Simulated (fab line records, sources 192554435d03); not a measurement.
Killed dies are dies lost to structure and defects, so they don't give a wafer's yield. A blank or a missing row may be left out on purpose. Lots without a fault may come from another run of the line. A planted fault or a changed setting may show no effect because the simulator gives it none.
fab line records | flow n5_finfet
record lots=9 wafers=25 last_day=18
route steps=1938 shown BEOL_M6@1210 PASSIVATION@1936
lots that met no fault: from a run of the same line without faults
start_h: hours from the record's first day to the start of the lot's first wafer shown | wait_h: hours since the lot's step before | " the same as in the row above | L1.1+2: a row that stands for several wafers | - no value, or no start given | * or withheld: withheld | < > ~ a bound
route shown NAME@n: a module of which the file shows steps, and the number in the route of the first | usual: mean/standard deviation of fault-free wafers | same: alike in all rows | chamber/n: place in a boat | sites: the reading at each site | _std_site: their standard deviation | _edge_site: outer sites' mean less inner sites' | radius_mm: how far each site lies from the wafer's centre | mask NAME#n: copy n | behind: the tool/chamber that last shaped the wafer | hold: why the lot was held/for how many hours/how that ended | device: the transistor (n, p or np) that didn't switch | end of line: the same wafers' tests at the end of the route | a step without rows: its recipe alone | killed: dies lost to structure and defects at the first sort, not the wafer's yield | map: a wafer's dies, x killed, . not, _ none there
set.NAME: the setting as run; set.NAME@STEP: as run at that earlier step | model.NAME: the simulator's own value behind a step, which no gauge read
steps of the route over a sample of lots; a table a step, a row a wafer
services: from which hour (start_h, from the record's first day; less than 0 if before it) a tool's chamber was out of use, for how many hours, and why
## steps
# step N5_BEOL_M6_DESCUM_16
# recipe chemistry=O2 time_s=7.9 source_power_w=50 bias_power_w=20 pressure_mtorr=20 rf_frequency_hz=2.712e+07 temp_c=40 resist=CAR-ArF o2_flow_sccm=225
# usual chamber_pressure_mTorr=20.002/0.019 drypump_motor_current_A=5.4/0.35 oes_product_au=0.77/0.093 rf_vpp_V=243.8/1.1 showerhead_plenum_p_Torr=2.13/0.058 throttle_valve_pct=20.47/0.19
# columns lot.wafer tool chamber start_h wait_h chamber_pressure_mTorr drypump_motor_current_A oes_product_au rf_hours_counter_h rf_vpp_V showerhead_plenum_p_Torr throttle_valve_pct
L368.4 rie_diel-01 1 181.40 0.2 20.016 6.1 0.79 91 243.0 2.10 20.32
L368.5 " 1 " " 19.963 6.1 0.80 - 244.7 2.10 20.30
L368.6 " 0 " " 19.995 5.6 0.69 - 243.9 2.15 20.23
L370.2 rie_diel-01 0 196.55 0.3 20.000 5.6 0.69 239 243.2 2.15 20.23
L370.4 " 2 " " 19.987 4.8 0.71 - 243.2 2.06 20.41
L370.6 " 3 " " 19.996 5.2 0.72 - 243.3 2.07 20.37
L371.3 rie_diel-02 3 215.60 0.0 20.016 5.8 0.74 151 244.4 2.09 20.57
L371.4 " 0 " " 19.995 5.2 0.88 44 245.2 2.22 20.42
L371.5 " 2 " " 20.004 5.4 0.69 - 242.9 2.18 20.68
L377.2 rie_diel-02 1 249.92 0.0 19.984 5.7 0.68 225 244.9 2.17 20.71
L377.4 " 0 " " 20.007 5.2 0.86 56 245.0 2.22 20.44
L377.5 " 3 " " 20.004 5.9 0.74 - 243.8 2.09 20.60
L383.2 rie_diel-06 2 297.78 0.2 20.011 4.9 0.70 212 244.2 2.15 20.22
L383.3 " 0 " " 20.027 5.2 0.73 174 243.4 2.17 20.65
L385.3 rie_diel-02 0 300.98 0.2 19.992 5.2 0.83 74 245.1 2.21 20.47
L385.6 " 0 " " 20.017 5.2 0.83 - 244.5 2.21 20.48
L390.1 rie_diel-06 1 308.90 0.0 19.982 5.6 0.70 245 243.8 2.17 20.49
L390.3 " 3 " " 19.982 5.6 0.85 66 242.2 2.03 20.46
L390.5 " 0 " " 20.006 5.1 0.73 - 244.2 2.17 20.65
L389.3 rie_diel-02 0 328.53 0.1 19.993 5.2 0.83 84 245.9 2.21 20.47
L389.5 " 3 " " 20.039 5.9 0.71 - 243.1 2.08 20.64
L389.6 " 0 " " 20.014 5.2 0.82 - 243.4 2.21 20.48
L391.2 rie_diel-06 3 343.42 0.1 20.028 5.6 0.85 80 243.4 2.02 20.48
L391.3 " 1 " " 20.028 5.6 0.97 2 243.7 2.16 20.12
L391.4 " 0 " " 19.997 5.2 0.72 191 243.7 2.16 20.71
# step N5_BEOL_M6_STRIP_67
# recipe chemistry=CF4 resist=SiARC power_w=300 bias_power_w=75 pressure_mtorr=50 cf4_flow_sccm=150 rf_frequency_hz=6e+07
# usual chamber_pressure_mTorr=50.00/0.05 drypump_motor_current_A=5.4/0.35 oes_product_au=0.77/0.089 rf_vpp_V=271.7/1.3 showerhead_plenum_p_Torr=1.83/0.047 throttle_valve_pct=13.65/0.2
# columns lot.wafer tool chamber start_h wait_h chamber_pressure_mTorr drypump_motor_current_A oes_product_au rf_hours_counter_h rf_vpp_V showerhead_plenum_p_Torr throttle_valve_pct
L368.4 rie_diel-01 1 181.64 0.0 50.03 6.1 0.79 91 271.0 1.81 13.52
L368.5 " 1 " " 49.99 6.1 0.79 - 269.8 1.81 13.49
L368.6 " 0 " " 50.00 5.6 0.68 - 272.5 1.84 13.55
L370.2 rie_diel-01 0 196.78 0.0 49.98 5.6 0.68 240 271.8 1.84 13.57
L370.4 " 2 " " 49.98 4.8 0.72 - 270.6 1.78 13.69
L370.6 " 3 " " 50.05 5.2 0.72 - 270.2 1.77 13.61
L371.3 rie_diel-02 3 215.84 0.0 49.91 5.8 0.73 151 271.9 1.79 13.75
L371.4 " 0 " " 49.97 5.2 0.88 44 272.2 1.91 13.59
L371.5 " 2 " " 49.94 5.4 0.69 - 272.8 1.85 13.84
L377.2 rie_diel-02 1 250.16 0.0 49.97 5.7 0.69 225 273.0 1.86 13.90
L377.4 " 0 " " 49.98 5.2 0.86 57 273.5 1.91 13.60
L377.5 " 3 " " 50.04 5.8 0.72 - 271.1 1.79 13.78
L383.2 rie_diel-06 2 298.02 0.0 50.04 4.9 0.70 212 270.6 1.83 13.44
L383.3 " 0 " " 50.03 5.2 0.73 174 272.2 1.86 13.87
L385.3 rie_diel-02 0 301.22 0.0 49.97 5.2 0.84 74 272.2 1.90 13.67
L385.6 " 0 " " 50.08 5.2 0.85 - 273.5 1.90 13.65
L390.1 rie_diel-06 1 309.14 0.0 49.96 5.6 0.68 245 272.4 1.85 13.68
L390.3 " 3 " " 49.98 5.6 0.85 66 269.8 1.74 13.57
L390.5 " 0 " " 50.02 5.2 0.73 - 270.9 1.86 13.89
L389.3 rie_diel-02 0 328.76 0.0 49.99 5.2 0.83 84 272.2 1.90 13.68
L389.5 " 3 " " 50.09 5.9 0.70 - 271.8 1.78 13.84
L389.6 " 0 " " 50.08 5.2 0.82 - 272.6 1.90 13.68
L391.2 rie_diel-06 3 343.66 0.0 50.02 5.6 0.84 80 271.1 1.74 13.61
L391.3 " 1 " " 50.01 5.6 0.95 2 271.3 1.85 13.15
L391.4 " 0 " " 50.08 5.2 0.72 192 272.5 1.85 13.92
# step N5_BEOL_M6_VIA_ETCH_34
# recipe chemistry=C4F6/O2 target=SiCOH_lowk target_depth_a=1263 mask_material=SOC taper_deg=4 time_s=50.9 ion_energy_ev=250 pressure_mtorr=30 source_w=345 bias_w=185 Ar_flow_sccm=300 C4F6_flow_sccm=10 O2_flow_sccm=10
# usual O2_flow_sccm=10.01/0.033 chamber_pressure_mTorr=30.001/0.027 drypump_motor_current_A=5.5/0.37 oes_product_au=0.78/0.098 rf_vpp_V=664/14 run_length_s=74.1/0.33 showerhead_plenum_p_Torr=2.89/0.068 throttle_valve_pct=20.90/0.2
# columns lot.wafer tool chamber start_h wait_h O2_flow_sccm chamber_pressure_mTorr drypump_motor_current_A oes_product_au rf_hours_counter_h rf_vpp_V run_length_s showerhead_plenum_p_Torr throttle_valve_pct
L368.4 rie_diel-06 3 182.59 0.0 9.99 29.980 5.7 0.96 18 644 74.8 2.80 20.94
L368.5 " 3 " " 10.00 30.009 5.6 0.95 - 645 74.2 2.80 20.95
L368.6 " 0 " " 10.01 30.078 5.2 0.78 - 678 73.9 2.98 21.15
L370.2 rie_diel-02 0 197.68 0.0 9.99 29.980 5.2 0.88 36 662 74.3 3.00 20.80
L370.4 " 1 " " 10.05 29.958 5.7 0.69 206 674 74.3 2.93 21.06
L370.6 " 3 " " 9.98 30.042 5.9 0.75 - 659 74.4 2.84 21.00
L371.3 rie_diel-02 0 218.69 0.0 10.04 30.011 5.2 0.88 45 661 75.1 3.00 20.82
L371.4 " 1 " " 9.99 30.004 5.7 0.70 213 673 74.1 2.93 21.09
L371.5 " 2 " " 9.96 30.018 5.4 0.70 - 674 73.8 2.93 21.02
L377.2 rie_diel-02 3 251.39 0.0 9.98 29.976 5.9 0.72 164 659 74.5 2.83 21.02
L377.4 " 0 " " 9.98 29.981 5.2 0.86 57 661 74.8 2.99 20.84
L377.5 " 3 " " 10.02 29.942 5.9 0.72 - 658 74.3 2.83 21.02
L383.2 rie_diel-02 0 300.76 0.0 9.98 30.002 5.2 0.83 74 661 74.6 2.99 20.87
L383.3 " 2 " " 10.07 30.004 5.4 0.99 8 676 90.0 2.92 20.69
L385.3 rie_diel-02 1 306.60 0.0 9.99 29.976 5.7 0.67 245 674 90.3 2.92 21.11
L385.6 " 1 " " 9.98 29.965 5.7 0.67 - 673 90.3 2.92 21.12
L390.1 rie_diel-06 0 310.88 0.0 10.01 30.027 5.2 0.74 178 677 74.2 2.96 21.23
L390.3 " 3 " " 10.01 29.999 5.6 0.87 67 644 74.1 2.78 21.02
L390.5 " 2 " " 10.02 29.986 5.0 0.70 - 674 73.8 2.95 20.84
L389.3 rie_diel-01 0 329.82 0.0 10.02 29.989 5.6 0.91 28 639 74.1 2.93 20.51
L389.5 " 3 " " 9.97 29.948 5.2 0.91 - 669 74.1 2.81 20.56
L389.6 " 1 " " 9.98 29.980 6.2 0.75 - 646 74.4 2.84 20.83
L391.2 rie_diel-01 1 346.27 0.0 9.98 30.006 6.2 0.74 147 646 74.7 2.83 20.83
L391.3 " 2 " " 9.99 29.979 4.8 0.68 250 675 73.5 2.82 21.09
L391.4 " 0 " " 9.99 30.000 5.6 0.90 34 640 74.2 2.93 20.52
# step N5_BEOL_M6_TRENCH_ETCH_37
# recipe chemistry=C4F6/O2 target_depth_a=944.35 target=SiCOH_lowk time_s=31.5 ion_energy_ev=250 pressure_mtorr=30 source_w=345 bias_w=185 Ar_flow_sccm=300 C4F6_flow_sccm=10 O2_flow_sccm=10
# usual O2_flow_sccm=10.000/0.027 chamber_pressure_mTorr=29.99/0.054 drypump_motor_current_A=5.5/0.37 oes_product_au=0.78/0.098 rf_vpp_V=664/14 run_length_s=54.8/0.36 showerhead_plenum_p_Torr=2.89/0.068 throttle_valve_pct=20.93/0.2
# columns lot.wafer tool chamber start_h wait_h O2_flow_sccm chamber_pressure_mTorr drypump_motor_current_A oes_product_au rf_hours_counter_h rf_vpp_V run_length_s showerhead_plenum_p_Torr throttle_valve_pct
L368.4 rie_diel-06 3 - - 9.991 29.96 5.6 0.95 18 645 55.1 2.80 20.99
L368.5 " 3 " " 9.991 30.00 5.6 0.96 - 645 54.7 2.80 20.97
L368.6 " 0 " " 9.970 30.02 5.2 0.77 - 678 54.8 2.98 21.20
L370.2 rie_diel-02 0 - - 10.025 30.01 5.2 0.89 36 661 54.8 3.00 20.84
L370.4 " 1 " " 9.981 29.99 5.7 0.69 206 676 54.8 2.93 21.09
L370.6 " 3 " " 10.004 30.02 5.9 0.74 - 659 54.6 2.84 21.03
L371.3 rie_diel-02 0 - - 10.007 29.99 5.3 0.87 45 661 55.0 3.00 20.86
L371.4 " 1 " " 9.937 29.96 5.6 0.69 213 674 54.7 2.93 21.10
L371.5 " 2 " " 9.973 30.03 5.4 0.70 - 675 54.4 2.93 21.04
L377.2 rie_diel-02 3 - - 9.967 30.00 5.8 0.72 164 657 55.2 2.83 21.03
L377.4 " 0 " " 9.977 30.02 5.2 0.85 57 661 55.1 2.99 20.88
L377.5 " 3 " " 9.989 30.04 5.9 0.72 - 659 54.9 2.83 21.05
L383.2 rie_diel-02 0 - - 9.988 30.01 5.2 0.83 74 661 55.5 2.99 20.90
L383.3 " 2 " " 9.994 29.95 5.4 0.99 8 673 54.7 2.92 20.73
L385.3 rie_diel-02 1 - - 10.006 29.96 5.6 0.67 246 675 54.8 2.92 21.16
L385.6 " 1 " " 10.019 29.98 5.6 0.66 - 674 54.7 2.92 21.15
L390.1 rie_diel-06 0 - - 10.003 29.98 5.2 0.73 178 676 54.9 2.96 21.26
L390.3 " 3 " " 9.987 30.04 5.6 0.87 67 644 54.8 2.78 21.05
L390.5 " 2 " " 10.035 30.03 5.0 0.69 - 674 54.1 2.95 20.88
L389.3 rie_diel-01 0 - - 9.991 29.99 5.6 0.91 28 640 54.6 2.93 20.54
L389.5 " 3 " " 9.987 29.95 5.2 0.91 - 669 54.8 2.81 20.59
L389.6 " 1 " " 10.062 30.00 6.2 0.74 - 645 55.1 2.84 20.86
L391.2 rie_diel-01 1 - - 9.998 30.03 6.1 0.75 147 645 55.4 2.83 20.89
L391.3 " 2 " " 10.011 29.96 4.8 0.69 250 674 54.6 2.82 21.12
L391.4 " 0 " " 10.003 29.98 5.6 0.90 34 641 54.6 2.93 20.57
# step N5_PASSIVATION_PROBE_49
# usual defect_limited_yield=91.3/1.5 killed_at_M0_to_M3=34/10 killed_at_M4_up=13/4.9 killed_at_contacts=13/6.1 killed_at_front_end=39/13 killed_at_other=4.1/2.7 killed_dies=103/18 killed_open=68/13 killed_short=32/7.6 sort_bin_5_function=5.2/1 sort_bin_6_memory=3.2/0.75 sort_n_pass=1077/18 sort_yield_pct=91.3/1.5
# same gross_dies=1180 killed_at_back_side=0 sort_bin_4_leakage[%]=0 sort_bin_8_speed[%]=0
# columns lot.wafer tool chamber start_h wait_h defect_limited_yield[%] killed_at_M0_to_M3 killed_at_M4_up killed_at_contacts killed_at_front_end killed_at_other killed_dies killed_open killed_short sort_bin_5_function[%] sort_bin_6_memory[%] sort_n_pass sort_yield_pct[%]
L368.4 prober-02 - 264.17 0.2 90.9 28 20 14 42 3 107 71 33 5.3 3.6 1073 90.9
L368.5 prober-02 - 264.22 0.2 91.4 17 15 12 55 3 102 56 39 5.3 2.9 1078 91.4
L368.6 prober-02 - 264.27 0.3 94.3 26 11 9 19 2 67 52 14 3.4 2.1 1113 94.3
L370.2 prober-01 - 271.81 0.1 90.2 32 14 8 61 1 116 83 30 6.8 2.8 1064 90.2
L370.4 prober-01 - 271.91 0.2 89.5 30 8 14 65 7 124 86 34 5.8 4.5 1056 89.5
L370.6 prober-01 - 272.01 0.3 90.3 28 18 19 47 2 114 69 39 5.2 3.6 1066 90.3
L371.3 prober-01 - 298.15 0.1 89.2 42 13 16 54 3 128 80 42 6.5 4.2 1052 89.2
L371.4 prober-01 - 298.20 0.2 90.4 36 18 14 44 1 113 71 37 5.8 3.5 1067 90.4
L371.5 prober-01 - 298.25 0.2 90.7 26 17 12 50 5 110 68 37 5.3 3.5 1070 90.7
L377.2 prober-01 - 334.97 0.1 90.3 45 14 9 42 5 115 71 37 5.6 3.9 1065 90.3
L377.4 prober-01 - 335.07 0.2 89.4 44 13 14 45 9 125 68 52 5.2 4.7 1055 89.4
L377.5 prober-01 - 335.12 0.2 92.6 41 16 5 22 3 87 57 28 4.1 3.1 1093 92.6
L385.3 prober-01 - 385.15 0.1 89.8 56 8 16 38 2 120 78 40 5.8 3.9 1060 89.8
L385.6 prober-01 - 385.30 0.3 90.3 48 16 21 22 8 115 72 39 6.1 3.0 1065 90.3
L383.2 prober-02 - 395.77 0.1 94.2 24 12 5 28 0 69 42 23 3.2 2.2 1111 94.2
L383.3 prober-02 - 395.82 0.1 93.6 23 14 15 20 3 75 55 15 4.2 1.9 1105 93.6
L390.1 prober-01 - 398.97 0.0 91.4 32 6 18 38 7 101 63 35 5.3 2.7 1079 91.4
L390.3 prober-01 - 399.07 0.1 93.0 29 15 4 27 8 83 64 19 3.6 3.2 1097 93.0
L390.5 prober-01 - 399.17 0.2 90.8 23 11 10 55 10 109 66 41 6.2 2.7 1071 90.8
L389.3 prober-02 - 416.97 0.1 90.1 52 7 16 41 1 117 76 39 6.1 3.4 1063 90.1
L389.5 prober-02 - 417.07 0.2 89.9 40 14 17 45 3 119 73 41 6.4 3.3 1061 89.9
L389.6 prober-02 - 417.12 0.3 90.3 53 13 16 31 2 115 78 35 6.3 3.1 1065 90.3
L391.2 prober-02 - 434.12 0.1 91.9 33 22 9 27 4 95 71 22 4.9 2.9 1085 91.9
L391.3 prober-02 - 434.17 0.1 92.3 30 16 12 30 3 91 64 23 5.3 2.2 1089 92.3
L391.4 prober-02 - 434.22 0.2 90.3 48 14 10 32 11 115 74 39 6.1 3.3 1065 90.3
# killed by level:class
L368.4 BEOL_M4:geometric_particle:open=11 FIN_SAQP:geometric_particle:short=10 STI_FIN_REVEAL:geometric_particle:open=10 MOL_CONTACT_COAG:geometric_particle:open=8 BEOL_M1:geometric_particle:open=7 BEOL_M3:geometric_particle:open=7 MOL_CONTACT_COAG:geometric_particle:short=6 BEOL_M0_SAQP:geometric_particle:open=5
L368.5 STI_FIN_REVEAL:geometric_particle:open=10 FIN_SAQP:geometric_particle:short=8 MOL_CONTACT_COAG:geometric_particle:open=8 STI_FIN_REVEAL:geometric_particle:short=7 BEOL_M4:geometric_particle:open=6 FIN_SAQP:geometric_particle:open=5 BEOL_M0_SAQP:geometric_particle:open=4 GATE_CUT:geometric_particle:short=4
L368.6 BEOL_M3:geometric_particle:open=10 MOL_CONTACT_COAG:geometric_particle:open=8 FIN_SAQP:geometric_particle:open=6 BEOL_M0_SAQP:geometric_particle:open=6 STI_FIN_REVEAL:geometric_particle:open=3 BEOL_M2:geometric_particle:open=3 BEOL_M4:geometric_particle:open=3 BEOL_M0_SAQP:geometric_particle:short=2
L370.2 STI_FIN_REVEAL:geometric_particle:open=20 FIN_SAQP:geometric_particle:open=16 FIN_SAQP:geometric_particle:short=10 BEOL_M2:geometric_particle:open=9 MOL_CONTACT_COAG:geometric_particle:open=7 BEOL_M4:geometric_particle:open=7 BEOL_M0_SAQP:geometric_particle:short=5 BEOL_M3:geometric_particle:open=4
L370.4 STI_FIN_REVEAL:geometric_particle:open=26 FIN_SAQP:geometric_particle:open=13 MOL_CONTACT_COAG:geometric_particle:open=12 FIN_SAQP:geometric_particle:short=11 BEOL_M2:geometric_particle:open=8 BEOL_M0_SAQP:geometric_particle:open=7 BEOL_M0_SAQP:geometric_particle:short=5 BEOL_M3:geometric_particle:open=5
L370.6 FIN_SAQP:geometric_particle:short=13 MOL_CONTACT_COAG:geometric_particle:open=13 BEOL_M2:geometric_particle:open=11 STI_FIN_REVEAL:geometric_particle:open=9 BEOL_M4:geometric_particle:open=7 FIN_SAQP:geometric_particle:open=5 MOL_CONTACT_COAG:geometric_particle:short=5 HKMG_FIN:area_etch=5
L371.3 FIN_SAQP:geometric_particle:open=12 BEOL_M1:geometric_particle:open=11 MOL_CONTACT_COAG:geometric_particle:open=10 BEOL_M0_SAQP:geometric_particle:open=9 FIN_SAQP:geometric_particle:short=8 DUMMY_GATE:geometric_particle:open=8 BEOL_M0_SAQP:geometric_particle:short=7 BEOL_M4:geometric_particle:open=7
L371.4 FIN_SAQP:geometric_particle:short=10 FIN_SAQP:geometric_particle:open=9 MOL_CONTACT_COAG:geometric_particle:open=8 STI_FIN_REVEAL:geometric_particle:open=8 BEOL_M0_SAQP:geometric_particle:open=8 BEOL_M1:geometric_particle:open=7 GATE_CUT:geometric_particle:open=5 MOL_CONTACT_COAG:geometric_particle:short=5
L371.5 FIN_SAQP:geometric_particle:open=10 STI_FIN_REVEAL:geometric_particle:open=10 BEOL_M2:geometric_particle:open=8 MOL_CONTACT_COAG:geometric_particle:open=7 BEOL_M4:geometric_particle:open=6 FIN_SAQP:geometric_particle:short=5 DUMMY_GATE:geometric_particle:open=5 MOL_CONTACT_COAG:geometric_particle:short=5
L377.2 BEOL_M0_SAQP:geometric_particle:short=11 BEOL_M1:geometric_particle:open=9 BEOL_M2:geometric_particle:open=8 STARTING-WAFER:geometric_particle:open=6 STI_FIN_REVEAL:geometric_particle:open=5 MOL_CONTACT_COAG:geometric_particle:open=5 FIN_SAQP:geometric_particle:open=4 DUMMY_GATE:geometric_particle:open=4
L377.4 BEOL_M0_SAQP:geometric_particle:short=18 FIN_SAQP:geometric_particle:short=17 MOL_CONTACT_COAG:geometric_particle:open=11 FIN_SAQP:geometric_particle:open=7 BEOL_M0_SAQP:geometric_particle:open=7 STARTING-WAFER:geometric_particle:short=6 BEOL_M4:geometric_particle:open=6 BEOL_M1:geometric_particle:open=5
L377.5 BEOL_M1:geometric_particle:open=10 BEOL_M0_SAQP:geometric_particle:open=8 FIN_SAQP:geometric_particle:short=6 BEOL_M4:geometric_particle:open=6 FIN_SAQP:geometric_particle:open=5 MOL_CONTACT_COAG:geometric_particle:open=5 BEOL_M0_SAQP:geometric_particle:short=5 BEOL_M2:geometric_particle:open=5
L385.3 MOL_CONTACT_COAG:geometric_particle:open=16 BEOL_M0_SAQP:geometric_particle:short=15 BEOL_M0_SAQP:geometric_particle:open=11 FIN_SAQP:geometric_particle:open=8 FIN_SAQP:geometric_particle:short=8 BEOL_M2:geometric_particle:open=8 STI_FIN_REVEAL:geometric_particle:open=7 BEOL_M3:geometric_particle:open=7
L385.6 MOL_CONTACT_COAG:geometric_particle:open=14 BEOL_M3:geometric_particle:open=11 BEOL_M1:geometric_particle:open=9 BEOL_M2:geometric_particle:open=9 BEOL_M0_SAQP:geometric_particle:short=8 BEOL_M4:geometric_particle:open=8 MOL_CONTACT_COAG:geometric_particle:short=6 BEOL_M0_SAQP:geometric_particle:open=6
L383.2 BEOL_M3:geometric_particle:open=7 GATE_CUT:geometric_particle:short=6 FIN_SAQP:geometric_particle:open=5 MOL_CONTACT_COAG:geometric_particle:open=5 STI_FIN_REVEAL:geometric_particle:open=4 BEOL_M8:geometric_particle:open=4 FIN_SAQP:geometric_particle:short=3 GATE_CUT:geometric_particle:open=3
L383.3 MOL_CONTACT_COAG:geometric_particle:open=13 BEOL_M3:geometric_particle:open=7 BEOL_M4:geometric_particle:open=7 FIN_SAQP:geometric_particle:short=5 STI_FIN_REVEAL:geometric_particle:open=4 BEOL_M2:geometric_particle:open=4 FIN_SAQP:geometric_particle:open=3 BEOL_M6:geometric_particle:open=3
L390.1 MOL_CONTACT_COAG:geometric_particle:open=12 BEOL_M2:geometric_particle:open=9 BEOL_M3:geometric_particle:open=7 BEOL_M0_SAQP:geometric_particle:short=6 BEOL_M1:geometric_particle:open=6 FIN_SAQP:geometric_particle:open=5 STI_FIN_REVEAL:geometric_particle:open=5 DUMMY_GATE:geometric_particle:open=5
L390.3 BEOL_M1:geometric_particle:open=9 BEOL_M4:geometric_particle:open=8 FIN_SAQP:geometric_particle:open=7 STI_FIN_REVEAL:geometric_particle:open=5 BEOL_M3:geometric_particle:open=5 BEOL_M2:geometric_particle:open=4 DUMMY_GATE:geometric_particle:open=3 MOL_CONTACT_COAG:geometric_particle:open=3
L390.5 STI_FIN_REVEAL:geometric_particle:open=16 FIN_SAQP:geometric_particle:short=11 FIN_SAQP:geometric_particle:open=10 GATE_CUT:geometric_particle:short=7 MOL_CONTACT_COAG:geometric_particle:open=7 BEOL_M0_SAQP:geometric_particle:open=6 BEOL_M2:geometric_particle:open=5 BEOL_M4:geometric_particle:open=5
L389.3 STI_FIN_REVEAL:geometric_particle:open=19 BEOL_M0_SAQP:geometric_particle:short=15 MOL_CONTACT_COAG:geometric_particle:open=13 BEOL_M0_SAQP:geometric_particle:open=10 BEOL_M0:geometric_particle:open=6 STI_FIN_REVEAL:geometric_particle:short=5 BEOL_M1:geometric_particle:open=5 BEOL_M2:geometric_particle:open=5
L389.5 MOL_CONTACT_COAG:geometric_particle:open=12 FIN_SAQP:geometric_particle:short=10 STI_FIN_REVEAL:geometric_particle:open=10 BEOL_M3:geometric_particle:open=8 DUMMY_GATE:geometric_particle:open=7 BEOL_M0_SAQP:geometric_particle:open=7 GATE_CUT:geometric_particle:short=6 BEOL_M1:geometric_particle:open=6
L389.6 BEOL_M1:geometric_particle:open=17 STI_FIN_REVEAL:geometric_particle:open=13 MOL_CONTACT_COAG:geometric_particle:open=13 BEOL_M0_SAQP:geometric_particle:short=12 BEOL_M0_SAQP:geometric_particle:open=6 BEOL_M3:geometric_particle:open=6 BEOL_M4:geometric_particle:open=6 BEOL_M1:geometric_particle:short=5
L391.2 BEOL_M4:geometric_particle:open=13 BEOL_M0_SAQP:geometric_particle:open=8 BEOL_M1:geometric_particle:open=8 DUMMY_GATE:geometric_particle:open=7 MOL_CONTACT_COAG:geometric_particle:open=7 BEOL_M2:geometric_particle:short=5 FIN_SAQP:geometric_particle:short=4 STI_FIN_REVEAL:geometric_particle:open=4
L391.3 MOL_CONTACT_COAG:geometric_particle:open=11 BEOL_M1:geometric_particle:open=10 FIN_SAQP:geometric_particle:short=6 STI_FIN_REVEAL:geometric_particle:open=5 DUMMY_GATE:geometric_particle:open=5 BEOL_M2:geometric_particle:open=5 BEOL_M3:geometric_particle:open=4 BEOL_M4:geometric_particle:open=4
L391.4 BEOL_M1:geometric_particle:open=11 BEOL_M0_SAQP:geometric_particle:open=10 MOL_CONTACT_COAG:geometric_particle:open=9 BEOL_M3:geometric_particle:open=7 FIN_SAQP:geometric_particle:short=6 FIN_SAQP:geometric_particle:open=5 BEOL_M1:geometric_particle:short=5 STARTING-WAFER:geometric_particle:open=5
## services
# columns tool chamber start_h hours kind
rie_diel-01 1 191.40 6.2 repair
rie_diel-06 2 200.16 11.6 repair
rie_diel-01 0 226.58 - clean
rie_diel-01 0 226.58 - consumable_replace:focus_ring
rie_diel-06 1 236.41 28.9 repair
rie_diel-01 - 239.89 2.8 pm
rie_diel-02 2 264.71 - clean
rie_diel-02 2 264.71 - consumable_replace:focus_ring
rie_diel-02 2 264.71 13.3 scheduled_down
rie_diel-02 2 264.71 13.3 vent_cycle
rie_diel-06 - 275.56 1.1 repair
rie_diel-06 2 292.86 4.8 repair
rie_diel-02 1 313.80 7.5 repair
rie_diel-06 1 320.30 - clean
rie_diel-06 1 320.30 - consumable_replace:focus_ring
rie_diel-06 1 320.30 18.7 scheduled_down
rie_diel-06 1 320.30 18.7 vent_cycle
rie_diel-02 0 323.72 4.4 repair
rie_diel-01 2 327.50 8.7 repair
rie_diel-02 1 328.18 - clean
rie_diel-02 1 328.18 - consumable_replace:focus_ring
rie_diel-02 1 328.18 22.6 scheduled_down
rie_diel-02 1 328.18 22.6 vent_cycle
rie_diel-02 0 340.03 5.2 repair
## key
first_sign step=N5_BEOL_M6_VIA_ETCH_34 reading=run_length_s direction=up sigmas=49 usual=* struck=*
effect none on later readings
met_at N5_BEOL_M6_VIA_ETCH_34
struck_lots L383,L385
struck_wafers L383.3,L385.3,L385.6
not_acting_at N5_BEOL_M6_DESCUM_16,N5_BEOL_M6_STRIP_67,N5_BEOL_M6_TRENCH_ETCH_37
onset_between 251.39 300.76
fault kind=process_parameter_drift tool=rie_diel-02 chamber=- onset_h=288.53 steps=N5_BEOL_M6_VIA_ETCH_34 channel=time_s offset=* shape=step end_h=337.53 scope=struck_wafers_only acts_in=* stated=*
